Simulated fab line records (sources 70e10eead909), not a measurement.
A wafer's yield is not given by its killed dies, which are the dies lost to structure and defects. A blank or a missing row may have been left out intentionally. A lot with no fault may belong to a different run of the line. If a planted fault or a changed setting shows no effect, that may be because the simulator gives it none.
A lot that was struck, set against a sound lot    flow nand harc    38 out of 1302 route steps
Sound: the wafers L670.1, L670.2, L670.6. Struck: wafer L678.6 (L678.2, L678.3, from the same lot, were not struck and are left out); the cause is given at the end.
Order at every step that has rows: each side's tool, ch and its chambers, its first start. Under that, the readings that differ: sound wafers    struck wafers    difference of the means    sigmas: that difference in standard deviations of wafers without a fault.
alike: readings with means less than 2 such deviations apart, plus words and numbers identical on both sides. not compared: withheld readings, readings lacking a value on some wafer, bounds such as >300 that could conceal the same value, and numbers that have no deviation in the record and whose values overlap.
The two part at a step that has a row with sigmas, a row that says differs or no value, or rows on one side only. Numbers that have no deviation but don't overlap get no sigmas and don't part them. A reading missing from all wafers of one side parts the sides only when that side holds two or more wafers.

first, 2 steps without rows for these wafers: NHARC_P_BONDPAD_HARDBAKE_10 (time 65 s); NHARC_P_BONDPAD_DESCUM_11 (chemistry O2, time 3 s).
NHARC_P_BONDPAD_ETCH_37: etches the open film in N2/H2, target depth 60 nm, overetch 18 nm, time 65.91 s.
  sound on rie diel-02 ch 0,3, day 7 23:29; struck on rie diel-13 ch 3, day 11 03:59
reading                      sound        struck  difference  sigmas
drypump motor current A (A)  5.8 4.9 4.9  6.3     +1.1        +2
  alike: oes product au, rf vpp V, showerhead plenum p Torr, throttle valve pct
  not compared: rf hours counter h
then, 1 step without rows for these wafers: NHARC_P_BONDPAD_ETCH_12 (etches the open film in CHF3/O2, target depth 200 nm, time 100 s).
NHARC_P_BONDPAD_CD_MEAS_13:
  sound on cd sem-03, day 7 23:43; struck on cd sem-02, day 11 04:13
  alike: cd nm
then, 4 steps without rows for these wafers: NHARC_P_BONDPAD_STRIP_15 (strips in O2); NHARC_P_BONDPAD_ETCH_24 (etches the open film in CF4/N2, target depth 30 nm, time 72.99 s); NHARC_P_BONDPAD_STRIP_16 (strips in post etch residue remover, time 600 s); NHARC_P_BONDPAD_DEGAS_25 (time 60 s).
NHARC_P_BONDPAD_PRE_CLEAN_26: time 30 s.
  sound on pvd sputter-03; struck on pvd sputter-01
  alike: heater power w
then, 1 step without rows for these wafers: NHARC_P_BONDPAD_PVD_17 (deposits TaN, target thk 5 nm, time 8.06 s).
NHARC_P_BONDPAD_PVD_27: deposits Cu, target thk 30 nm, time 20.49 s.
  sound on pvd sputter-03; struck on pvd sputter-01
  alike: throttle valve pct
NHARC_P_BONDPAD_ECD_18: material Cu, target thk 400 nm.
  sound on ecd cu-02 ch 0,1, day 8 00:41; struck on ecd cu-01 ch 0,1, day 11 05:19
then, 2 steps without rows for these wafers: NHARC_P_BONDPAD_ANNEAL_28 (time 90 s); NHARC_P_BONDPAD_CMP_19 (polishes, t overpolish 30 s, cu recess touch 16 s, target thk 160.81 nm).
NHARC_P_BONDPAD_THK_MEAS_20: measures by xrf.
  sound on film metro-01, day 8 01:44; struck on film metro-01, day 11 06:19
  alike: thk nm
then, 1 step without rows for these wafers: NHARC_P_BONDPAD_SRD_21 (time 30 s, dry time 20 s).
NHARC_P_BONDPAD_ACTIVATE_29: chemistry N2, time 60 s.
  sound on rie diel-02 ch 2,3, day 8 02:02; struck on rie diel-02 ch 1, day 11 06:39
  alike: drypump motor current A, oes product au, rf vpp V, showerhead plenum p Torr
  not compared: rf hours counter h
then, 13 steps without rows for these wafers: NHARC_P_BONDPAD_PRECLEAN_30 (cleans in DIW, time 300 s); NHARC_P_BONDPAD_SRD_31 (time 30 s, dry time 20 s); NHARC_A_ZERO_WELL_PRECLEAN_00 (cleans in SPM, time 600 s); NHARC_A_ZERO_WELL_SRD_01; NHARC_A_ZERO_WELL_DEHYDRATE_02 (time 120 s); NHARC_A_ZERO_WELL_HMDS_03 (time 30 s); NHARC_A_ZERO_WELL_COAT_18 (time 65 s); NHARC_A_ZERO_WELL_COAT_04 (resist thk 600 nm); NHARC_A_ZERO_WELL_SOFTBAKE_05 (time 70 s); NHARC_A_ZERO_WELL_EBR_06; NHARC_A_ZERO_WELL_EXPOSE_07 (exposes mask A ZERO); NHARC_A_ZERO_WELL_PEB_08 (peb time 80 s); NHARC_A_ZERO_WELL_DEVELOP_09 (time 50 s).
NHARC_A_ZERO_WELL_CD_MEAS_10: target cd 2000 nm.
  sound on cd sem-03 ch 0, day 8 03:08; struck on cd sem-03 ch 0, day 11 08:00
  alike: cd nm
then, 2 steps without rows for these wafers: NHARC_A_ZERO_WELL_HARDBAKE_11 (time 65 s); NHARC_A_ZERO_WELL_DESCUM_12 (chemistry O2, time 3 s).
NHARC_A_ZERO_WELL_ETCH_19: etches the open film in N2/H2, target depth 80 nm, overetch 24 nm, time 87.88 s.
  sound on rie diel-11 ch 1,3, day 8 03:25; struck on rie diel-09 ch 2, day 11 08:14
  alike: drypump motor current A, oes product au, rf vpp V, showerhead plenum p Torr, throttle valve pct
  not compared: rf hours counter h
then, 2 steps without rows for these wafers: NHARC_A_ZERO_WELL_ETCH_13 (etches the open film in HBr/Cl2, target depth 120 nm, time 40.1 s); NHARC_A_ZERO_WELL_STRIP_14 (strips in SPM, time 900 s).
-- the record jumps here: 17 days lie between the struck wafers' starts before and after (it left off in module A_ZERO_WELL and takes up again in module END, whose first step shown is number 1302 of the route) --
NHARC_END_SORT_01:
  sound on prober-02 ch 0, day 26 15:57; struck on prober-02 ch 0, day 28 12:15
reading                   sound        struck  difference  sigmas
defect limited yield (%)  92 90 91     17      -74         -25
killed at periphery       4 6 5        544     +539        +99 or more
killed dies               57 65 62     564     +503        +25
sort_bin_2_pct (%)        4.1 2.8 2.8  30.9    +27.7       +20
sort_bin_3_pct (%)        0.4 0.6 0.6  9.9     +9.4        +23
sort_bin_4_pct (%)        3.8 6.2 5.8  42.5    +37.2       +25
sort n pass               620 612 615  113     -503        -25
sort rim yield pct (%)    89 92 90     18      -72         -21
sort yield pct (%)        92 90 91     17      -74         -25
  alike: killed at array, killed at other, killed open, killed short

WHERE THEY PART
At NHARC_P_BONDPAD_ETCH_37 first; at NHARC_END_SORT_01 last (within this record only).

WHY: what had been put in by the simulator
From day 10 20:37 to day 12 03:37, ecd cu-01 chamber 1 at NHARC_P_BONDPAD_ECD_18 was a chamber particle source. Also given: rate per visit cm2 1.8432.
